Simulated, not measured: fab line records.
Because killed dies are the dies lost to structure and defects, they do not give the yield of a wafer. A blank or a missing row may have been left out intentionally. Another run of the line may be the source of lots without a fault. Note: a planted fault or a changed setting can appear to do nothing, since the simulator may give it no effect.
Split-lot study :: flow n5_finfet :: on a route of 1938 steps: 7 lots, 21 wafers read

== ON THE SPLIT ==
At N5_BEOL_M4_COAT_62 (time 60 s, resist thk 12 nm), the setting spin_rpm was moved away from the recipe's 1500 rpm on 7 of the 21 wafers read, by -3.7% to +8.8%. The other wafers ran this setting at the recipe's value.

== FROM THE SPLIT TO THE READING: what the file shows between them, 4 steps ==
- N5_BEOL_M4_COAT_73: time 60 s, resist thk 5 nm
- N5_BEOL_M4_COAT_05: resist thk 30 nm
- N5_BEOL_M4_DESCUM_16: chemistry O2, time 7 s
- N5_BEOL_M4_ETCH_74: etches underlayer in N2/H2, target depth 6.5 nm, time 5.2 s

== THE READING ==
etch.depth_nm (the simulator's own value, which no gauge read), in nm, at N5_BEOL_M4_ETCH_63 (etches SiARC in CF4, target depth 15.6 nm, time 26 s). There is no usual value for it anywhere in the file. Across the 14 wafers here that went through the recipe, the average is 12.00 nm and the standard deviation 0.03 nm.

wafer: L077.2
tool, chamber at the split: litho_track-03, 0
spin_rpm as run, rpm: 1500
against the recipe: recipe
etch.depth_nm, nm: 12.03
against lot-mates on the recipe: -

wafer: L077.4
tool, chamber at the split: litho_track-03, 0
spin_rpm as run, rpm: 1500
against the recipe: recipe
etch.depth_nm, nm: 12.03
against lot-mates on the recipe: -

wafer: L077.6
tool, chamber at the split: litho_track-03, 0
spin_rpm as run, rpm: 1500
against the recipe: recipe
etch.depth_nm, nm: 12.03
against lot-mates on the recipe: -

wafer: L075.1
tool, chamber at the split: litho_track-02, 0
spin_rpm as run, rpm: 1500
against the recipe: recipe
etch.depth_nm, nm: 11.96
against lot-mates on the recipe: -

wafer: L075.3
tool, chamber at the split: litho_track-02, 0
spin_rpm as run, rpm: 1500
against the recipe: recipe
etch.depth_nm, nm: 11.94
against lot-mates on the recipe: -

wafer: L075.4
tool, chamber at the split: litho_track-02, 0
spin_rpm as run, rpm: 1632
against the recipe: +8.8%
etch.depth_nm, nm: 11.45
against lot-mates on the recipe: -0.50

wafer: L084.1
tool, chamber at the split: litho_track-01, 0
spin_rpm as run, rpm: 1500
against the recipe: recipe
etch.depth_nm, nm: 11.97
against lot-mates on the recipe: -

wafer: L084.2
tool, chamber at the split: litho_track-01, 0
spin_rpm as run, rpm: 1500
against the recipe: recipe
etch.depth_nm, nm: 12
against lot-mates on the recipe: -

wafer: L084.3
tool, chamber at the split: litho_track-01, 0
spin_rpm as run, rpm: 1500
against the recipe: recipe
etch.depth_nm, nm: 11.99
against lot-mates on the recipe: -

wafer: L089.1
tool, chamber at the split: litho_track-02, 0
spin_rpm as run, rpm: 1562
against the recipe: +4.1%
etch.depth_nm, nm: 11.75
against lot-mates on the recipe: -0.25

wafer: L089.6
tool, chamber at the split: litho_track-02, 0
spin_rpm as run, rpm: 1562
against the recipe: +4.1%
etch.depth_nm, nm: 11.75
against lot-mates on the recipe: -0.25

wafer: L089.5
tool, chamber at the split: litho_track-02, 0
spin_rpm as run, rpm: 1500
against the recipe: recipe
etch.depth_nm, nm: 12
against lot-mates on the recipe: -

wafer: L088.2
tool, chamber at the split: litho_track-01, 0
spin_rpm as run, rpm: 1500
against the recipe: recipe
etch.depth_nm, nm: 12.02
against lot-mates on the recipe: -

wafer: L088.3
tool, chamber at the split: litho_track-01, 0
spin_rpm as run, rpm: 1500
against the recipe: recipe
etch.depth_nm, nm: 12.02
against lot-mates on the recipe: -

wafer: L088.6
tool, chamber at the split: litho_track-01, 0
spin_rpm as run, rpm: 1500
against the recipe: recipe
etch.depth_nm, nm: 12.05
against lot-mates on the recipe: -

wafer: L092.1
tool, chamber at the split: litho_track-01, 0
spin_rpm as run, rpm: 1500
against the recipe: recipe
etch.depth_nm, nm: 12
against lot-mates on the recipe: -

wafer: L092.2
tool, chamber at the split: litho_track-01, 0
spin_rpm as run, rpm: 1444
against the recipe: -3.7%
etch.depth_nm, nm: 12.23
against lot-mates on the recipe: +0.23

wafer: L092.3
tool, chamber at the split: litho_track-01, 0
spin_rpm as run, rpm: 1444
against the recipe: -3.7%
etch.depth_nm, nm: 12.25
against lot-mates on the recipe: +0.25

wafer: L091.1
tool, chamber at the split: litho_track-01, 0
spin_rpm as run, rpm: 1555
against the recipe: +3.7%
etch.depth_nm, nm: 11.77
against lot-mates on the recipe: -0.21

wafer: L091.2
tool, chamber at the split: litho_track-01, 0
spin_rpm as run, rpm: 1500
against the recipe: recipe
etch.depth_nm, nm: 11.98
against lot-mates on the recipe: -

wafer: L091.3
tool, chamber at the split: litho_track-01, 0
spin_rpm as run, rpm: 1555
against the recipe: +3.7%
etch.depth_nm, nm: 11.74
against lot-mates on the recipe: -0.24

THE FIT
A straight line over all 21 wafers: etch.depth_nm changes by -0.0632 nm for each +1% of spin_rpm; r = -0.99; the points scatter about the line by 0.027 nm.
The same after taking each lot's own level away (the mean of its wafers on the recipe; 21 wafers): -0.0598 nm for each +1%; r = -1.00; scatter 0.013 nm.
That fit puts the effect of the largest move of spin_rpm on the reading at 0.53 nm.
From 11.950 to 12.030 nm: that is the span of the lots' own levels, equal to 2.7 times the standard deviation above.
The two slopes are in agreement: the lot-to-lot level therefore moves the slope only a little.
Check: -0.545 nm against its lot-mates is what the line predicts for one of the wafers moved furthest among these (+8.8%) when that wafer is left out of the fit. Against them it came out at -0.5 nm.

== FILE'S OWN FIT ==
etch.depth_nm changes by -0.0591 nm for each +1% of spin_rpm, r = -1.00.
